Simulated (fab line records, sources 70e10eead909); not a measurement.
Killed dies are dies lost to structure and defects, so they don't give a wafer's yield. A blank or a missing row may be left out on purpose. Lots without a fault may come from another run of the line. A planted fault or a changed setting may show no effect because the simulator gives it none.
fab line records | flow nand_harc
record lots=13 wafers=39 last_day=24
route steps=1159 shown P_GATE@145
lots that met no fault: from a run of the same line without faults
start_h: hours from the record's first day to the start of the lot's first wafer shown | wait_h: hours since the lot's step before | " the same as in the row above | L1.1+2: a row that stands for several wafers | - no value, or no start given | * or withheld: withheld | < > ~ a bound
route shown NAME@n: a module of which the file shows steps, and the number in the route of the first | usual: mean/standard deviation of fault-free wafers | same: alike in all rows | chamber/n: place in a boat | sites: the reading at each site | _std_site: their standard deviation | _edge_site: outer sites' mean less inner sites' | radius_mm: how far each site lies from the wafer's centre | mask NAME#n: copy n | behind: the tool/chamber that last shaped the wafer | hold: why the lot was held/for how many hours/how that ended | device: the transistor (n, p or np) that didn't switch | end of line: the same wafers' tests at the end of the route | a step without rows: its recipe alone | killed: dies lost to structure and defects at the first sort, not the wafer's yield | map: a wafer's dies, x killed, . not, _ none there
set.NAME: the setting as run; set.NAME@STEP: as run at that earlier step | model.NAME: the simulator's own value behind a step, which no gauge read
steps of the route over a sample of lots; a table a step, a row a wafer
services: from which hour (start_h, from the record's first day; less than 0 if before it) a tool's chamber was out of use, for how many hours, and why
## steps
# step NHARC_P_GATE_ETCH_104
# recipe target_depth_a=600 time_s=withheld cf4_flow_sccm=100 chf3_flow_sccm=30 ar_flow_sccm=0 rf_w=500 bias_w=200 chemistry=CF4/CHF3
# usual drypump_motor_current_A=5.7/0.44 oes_product_au=0.944/0.021 rf_vpp_V=370.3/2.4 showerhead_plenum_p_Torr=1.56/0.072 throttle_valve_pct=16.803/0.0093
# columns lot.wafer tool chamber start_h wait_h drypump_motor_current_A oes_product_au rf_vpp_V showerhead_plenum_p_Torr throttle_valve_pct
L170.1 rie_diel-09 2 92.49 0.1 5.6 0.953 372.3 1.64 16.816
L170.2 " 3 " " 5.6 0.967 374.2 1.67 16.802
L170.6 " 1 " " 5.0 0.959 368.1 1.49 16.802
L171.3 rie_diel-03 3 100.91 0.1 5.3 0.982 367.2 1.50 16.815
L171.1 " 0 " " 5.8 0.969 372.2 1.62 16.809
L171.5 " 1 " " 4.7 0.964 373.4 1.66 16.792
L173.4 rie_diel-01 1 104.09 0.1 6.1 0.956 369.5 1.51 16.809
L173.2 " 2 " " 5.6 0.964 370.0 1.55 16.780
L173.5 " 0 " " 5.7 0.960 368.5 1.47 16.807
L172.3 rie_diel-09 0 104.32 0.1 6.4 0.955 369.9 1.63 16.800
L172.2 " 2 " " 5.6 0.957 373.4 1.64 16.802
L172.5 " 3 " " 5.6 0.975 374.2 1.67 16.811
L174.2 rie_diel-01 3 116.91 0.1 6.2 0.925 370.7 1.56 16.800
L174.5 " 3 " " 6.2 0.926 370.9 1.56 16.803
L174.6 " 0 " " 5.7 0.933 367.8 1.47 16.798
L175.4 rie_diel-09 2 117.06 0.1 5.6 0.906 372.3 1.64 16.799
L175.3 " 3 " " 5.6 0.950 371.6 1.67 16.788
L175.5 " 0 " " 6.4 0.921 373.1 1.63 16.817
L177.2 rie_diel-01 2 131.83 0.1 5.6 0.923 369.4 1.55 16.792
L177.4 " 3 " " 6.2 0.935 370.2 1.56 16.818
L177.6 " 1 " " 6.0 0.928 368.1 1.51 16.800
L176.4 rie_diel-01 1 132.20 0.1 6.0 0.956 368.4 1.51 16.803
L176.1 " 3 " " 6.2 0.946 370.5 1.56 16.807
L176.5 " 2 " " 5.6 0.956 370.8 1.55 16.818
L179.3 rie_diel-03 2 141.47 0.3 5.2 0.956 374.6 1.69 16.813
L179.6 " 3 " " 5.3 0.951 367.8 1.49 16.822
L179.5 " 0 " " 5.8 0.928 370.8 1.61 16.784
L180.2 rie_diel-09 1 145.00 0.2 5.0 0.945 368.7 1.49 16.782
L180.4 " 3 " " 5.6 0.934 374.3 1.66 16.824
L180.5 " 1 " " 5.0 0.942 368.4 1.49 16.790
L181.3 rie_diel-09 1 154.28 0.1 5.0 0.928 368.4 1.49 16.814
L181.4 " 2 " " 5.6 0.910 371.4 1.63 16.805
L181.6 " 1 " " 5.0 0.937 367.9 1.49 16.804
L192.3 rie_diel-01 2 216.44 0.1 5.6 0.904 369.4 1.55 16.806
L192.1 " 0 " " 5.7 0.928 367.9 1.46 16.801
L192.5 " 2 " " 5.6 0.924 370.0 1.55 16.810
L190.3 rie_diel-01 3 217.13 0.1 6.2 0.947 371.5 1.56 16.810
L190.4 " 2 " " 5.6 0.939 370.2 1.55 16.784
L190.5 " 0 " " 5.7 0.945 366.7 1.46 16.798
# step NHARC_P_GATE_CD_MEAS_33
# usual cd_nm=119.5/2.3
# columns lot.wafer tool chamber start_h wait_h cd_nm
L170.1 cd_sem-02 - 94.97 - 121.0
L170.2 " - " " 115.8
L170.6 " - " " 120.9
L171.1 cd_sem-01 - 101.61 - 123.6
L171.3 " - " " 124.1
L171.5 " - " " 122.3
L173.2 cd_sem-03 - 104.80 - 118.3
L173.4 " - " " 122.5
L173.5 " - " " 121.2
L172.2 cd_sem-01 - 105.58 - 122.0
L172.3 " - " " 119.1
L172.5 " - " " 113.2
L174.2 cd_sem-02 - 117.63 - 119.5
L174.5 " - " " 118.0
L174.6 " - " " 116.6
L175.3 cd_sem-01 - 117.77 - 118.2
L175.4 " - " " 123.1
L175.5 " - " " 120.0
L177.2 cd_sem-01 - 132.59 - 120.9
L177.4 " - " " 118.4
L177.6 " - " " 119.3
L176.1 cd_sem-01 - 132.98 - 118.9
L176.4 " - " " 119.9
L176.5 " - " " 119.5
L179.3 cd_sem-03 - 142.46 - 120.4
L179.5 " - " " 122.9
L179.6 " - " " 122.8
L180.2 cd_sem-02 - 146.54 - 118.6
L180.4 " - " " 119.5
L180.5 " - " " 116.9
L181.3 cd_sem-01 - 155.16 0.2 115.3
L181.4 " - " " 116.9
L181.6 " - " " 114.6
L192.1 cd_sem-02 - 217.21 - 122.2
L192.3 " - " " 116.3
L192.5 " - " " 119.4
L190.3 cd_sem-02 - 217.85 - 119.7
L190.4 " - " " 121.7
L190.5 " - " " 117.0
# step NHARC_P_GATE_EXPOSE_56
# recipe na=0.6 target_cd_nm=720 dose_mj=14.81 mask_id=P_PSD
# usual focus_offset_nm=-0.1/0.55
# columns lot.wafer tool chamber start_h wait_h mask focus_offset_nm
L170.1 krf_scanner-04 0 107.56 - P_PSD#0 -0.5
L170.2 " 0 " " P_PSD#0 -0.1
L170.6 " 0 " " P_PSD#0 -0.4
L171.1 krf_scanner-03 0 114.22 - P_PSD#0 -0.6
L171.3 " 0 " " P_PSD#0 0.0
L171.5 " 0 " " P_PSD#0 -0.4
L173.2 krf_scanner-02 0 117.30 - P_PSD#0 0.6
L173.4 " 0 " " P_PSD#0 0.5
L173.5 " 0 " " P_PSD#0 0.4
L172.2 krf_scanner-04 0 120.60 - P_PSD#0 -0.8
L172.3 " 0 " " P_PSD#0 -0.4
L172.5 " 0 " " P_PSD#0 0.2
L174.2 krf_scanner-04 0 130.19 - P_PSD#0 -0.4
L174.5 " 0 " " P_PSD#0 -0.6
L174.6 " 0 " " P_PSD#0 -0.4
L175.3 krf_scanner-02 0 130.50 - P_PSD#0 1.0
L175.4 " 0 " " P_PSD#0 -0.5
L175.5 " 0 " " P_PSD#0 1.0
L177.2 krf_scanner-03 0 147.12 - P_PSD#0 -0.2
L177.4 " 0 " " P_PSD#0 -0.5
L177.6 " 0 " " P_PSD#0 -0.8
L176.1 krf_scanner-04 0 147.68 - P_PSD#0 0.0
L176.4 " 0 " " P_PSD#0 -0.7
L176.5 " 0 " " P_PSD#0 0.8
L179.3 krf_scanner-04 0 154.83 - P_PSD#0 0.4
L179.5 " 0 " " P_PSD#0 -0.5
L179.6 " 0 " " P_PSD#0 0.5
L180.2 krf_scanner-04 0 159.49 - P_NSD#0 -0.2
L180.4 " 0 " " P_NSD#0 0.0
L180.5 " 0 " " P_NSD#0 -1.0
L181.3 krf_scanner-04 0 167.57 - P_PSD#0 -0.5
L181.4 " 0 " " P_PSD#0 -0.7
L181.6 " 0 " " P_PSD#0 -0.5
L192.1 krf_scanner-04 0 229.92 - P_PSD#0 0.7
L192.3 " 0 " " P_PSD#0 -0.5
L192.5 " 0 " " P_PSD#0 0.5
L190.3 krf_scanner-03 0 232.53 - P_PSD#0 0.6
L190.4 " 0 " " P_PSD#0 -0.4
L190.5 " 0 " " P_PSD#0 -0.1
# step NHARC_P_GATE_CD_MEAS_59
# recipe target_cd_nm=720 landing_energy_ev=500
# usual cd_nm=719.3/1.8
# columns lot.wafer tool chamber start_h wait_h cd_nm
L170.1 cd_sem-02 0 107.72 - 719.2
L170.2 " 0 " " 717.0
L170.6 " 0 " " 722.6
L171.1 cd_sem-03 0 114.38 - 717.8
L171.3 " 0 " " 718.5
L171.5 " 0 " " 720.2
L173.2 cd_sem-02 0 117.45 - 720.5
L173.4 " 0 " " 717.9
L173.5 " 0 " " 718.7
L172.2 cd_sem-01 0 120.75 - 716.3
L172.3 " 0 " " 718.9
L172.5 " 0 " " 719.3
L174.2 cd_sem-02 0 130.35 - 719.9
L174.5 " 0 " " 716.2
L174.6 " 0 " " 717.6
L175.3 cd_sem-01 0 130.65 - 719.6
L175.4 " 0 " " 717.6
L175.5 " 0 " " 718.3
L177.2 cd_sem-03 0 147.28 - 719.7
L177.4 " 0 " " 716.9
L177.6 " 0 " " 717.3
L176.1 cd_sem-02 0 147.83 - 719.2
L176.4 " 0 " " 720.9
L176.5 " 0 " " 720.8
L179.3 cd_sem-01 0 154.98 - 723.5
L179.5 " 0 " " 719.9
L179.6 " 0 " " 723.4
L180.2 cd_sem-01 0 159.64 - -
L180.4 " 0 " " -
L180.5 " 0 " " -
L181.3 cd_sem-02 0 167.72 - 719.9
L181.4 " 0 " " 720.9
L181.6 " 0 " " 719.1
L192.1 cd_sem-02 0 230.08 - 723.4
L192.3 " 0 " " 720.7
L192.5 " 0 " " 721.2
L190.3 cd_sem-03 0 232.69 - 719.0
L190.4 " 0 " " 719.1
L190.5 " 0 " " 719.8
# step NHARC_P_GATE_STRIP_76
# recipe power_w=1500 temp_c=250 chemistry=O2
# usual drypump_motor_current_A=5.99/0.23 heater_power_w=349/21
# columns lot.wafer tool chamber start_h wait_h drypump_motor_current_A heater_power_w rf_hours_counter_h
L170.1 plasma_asher-02 1 108.53 0.2 5.66 332 30
L170.2 " 0 " " 6.11 367 30
L170.6 " 1 " " 5.70 325 -
L171.1 plasma_asher-02 0 115.18 0.2 6.12 378 31
L171.3 " 0 " " 6.11 372 -
L171.5 " 1 " " 5.68 329 -
L173.2 plasma_asher-01 0 118.27 0.2 5.87 337 2
L173.4 " 0 " " 5.86 332 -
L173.5 " 1 " " 6.30 358 -
L172.2 plasma_asher-02 1 121.56 0.2 5.68 323 33
L172.3 " 0 " " 6.10 373 -
L172.5 " 0 " " 6.12 379 -
L174.2 plasma_asher-02 1 131.14 0.2 5.63 325 35
L174.6 " 1 " " 5.60 328 -
L174.5 " 0 " " 6.14 381 -
L175.4 plasma_asher-02 0 131.50 0.2 6.14 372 -
L175.3 " 1 " " 5.69 339 -
L175.5 " 1 " " 5.65 328 -
L177.2 plasma_asher-01 1 148.10 0.2 6.28 358 13
L177.4 " 1 " " 6.30 360 -
L177.6 " 1 " " 6.30 358 -
L176.1 plasma_asher-01 1 148.63 0.2 6.31 349 13
L176.4 " 1 " " 6.30 357 -
L176.5 " 0 " " 5.86 325 -
L179.3 plasma_asher-02 1 156.02 0.1 5.64 326 -
L179.5 " 0 " " 6.13 368 -
L179.6 " 1 " " 5.68 325 -
L180.2 plasma_asher-01 0 160.45 0.2 5.88 339 18
L180.4 " 0 " " 5.87 331 -
L180.5 " 0 " " 5.85 333 -
L181.3 plasma_asher-02 1 168.72 0.2 5.66 320 -
L181.4 " 0 " " 6.12 365 -
L181.6 " 0 " " 6.14 390 -
L192.1 plasma_asher-02 0 230.87 0.2 6.12 372 14
L192.3 " 1 " " 5.67 313 -
L192.5 " 0 " " 6.10 389 -
L190.3 plasma_asher-01 1 233.56 0.2 6.26 362 -
L190.4 " 0 " " 5.85 336 -
L190.5 " 0 " " 5.85 334 -
## services
# columns tool chamber start_h hours kind
rie_diel-03 2 69.23 2.2 repair
rie_diel-09 - 77.10 9.0 pm
rie_diel-01 0 81.93 3.9 repair
rie_diel-01 0 92.30 - clean
rie_diel-01 1 92.30 - clean
rie_diel-01 2 92.30 - clean
plasma_asher-01 - 99.36 9.0 pm
krf_scanner-02 - 111.89 2.9 repair
krf_scanner-04 - 113.69 1.4 repair
krf_scanner-04 - 126.00 4.0 pm
rie_diel-01 - 137.84 9.0 pm
plasma_asher-01 - 140.36 1.9 repair
krf_scanner-03 - 156.61 1.5 repair
rie_diel-03 - 167.17 1.2 repair
krf_scanner-03 - 168.00 4.0 pm
krf_scanner-04 0 175.71 - calibration
plasma_asher-02 - 183.00 9.0 pm
plasma_asher-02 0 183.00 9.1 vent_cycle
plasma_asher-02 1 183.00 9.1 vent_cycle
krf_scanner-03 - 200.03 2.9 repair
rie_diel-03 2 209.91 12.3 repair
krf_scanner-02 - 210.00 4.0 pm
rie_diel-03 - 215.33 9.0 pm
rie_diel-09 3 216.37 5.0 repair
## key
first_sign step=NHARC_P_GATE_EXPOSE_56 reading=mask direction=changed
effect step=NHARC_P_GATE_CD_MEAS_59 reading=cd_nm direction=missing
met_at NHARC_P_GATE_EXPOSE_56
struck_lots L180
later_rows_left_out L180.2,L180.4,L180.5
sort_left_out L180.2,L180.4,L180.5
tester_left_out L180
not_acting_at NHARC_P_GATE_ETCH_104,NHARC_P_GATE_CD_MEAS_33,NHARC_P_GATE_STRIP_76
onset_between 154.83 159.49
fault kind=wrong_mask tool=any chamber=- onset_h=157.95 steps=NHARC_P_GATE_EXPOSE_56 aux_copy=P_NSD#0 scope=struck_lots_only
# tester_left_out: of these lots the tester's yield and bins aren't shown, on N5 and GAA mostly nor the transistor test; their killed dies are dies lost to structure and defects alone, not to doping, threshold or leakage, so they don't give the yield
# sort_left_out: the simulated sort isn't trusted on such a fault, so these wafers' sort isn't shown, and their yield isn't known
# later_rows_left_out: the simulator's readings of these wafers behind a module that went badly wrong aren't trusted and aren't shown, but for the sort
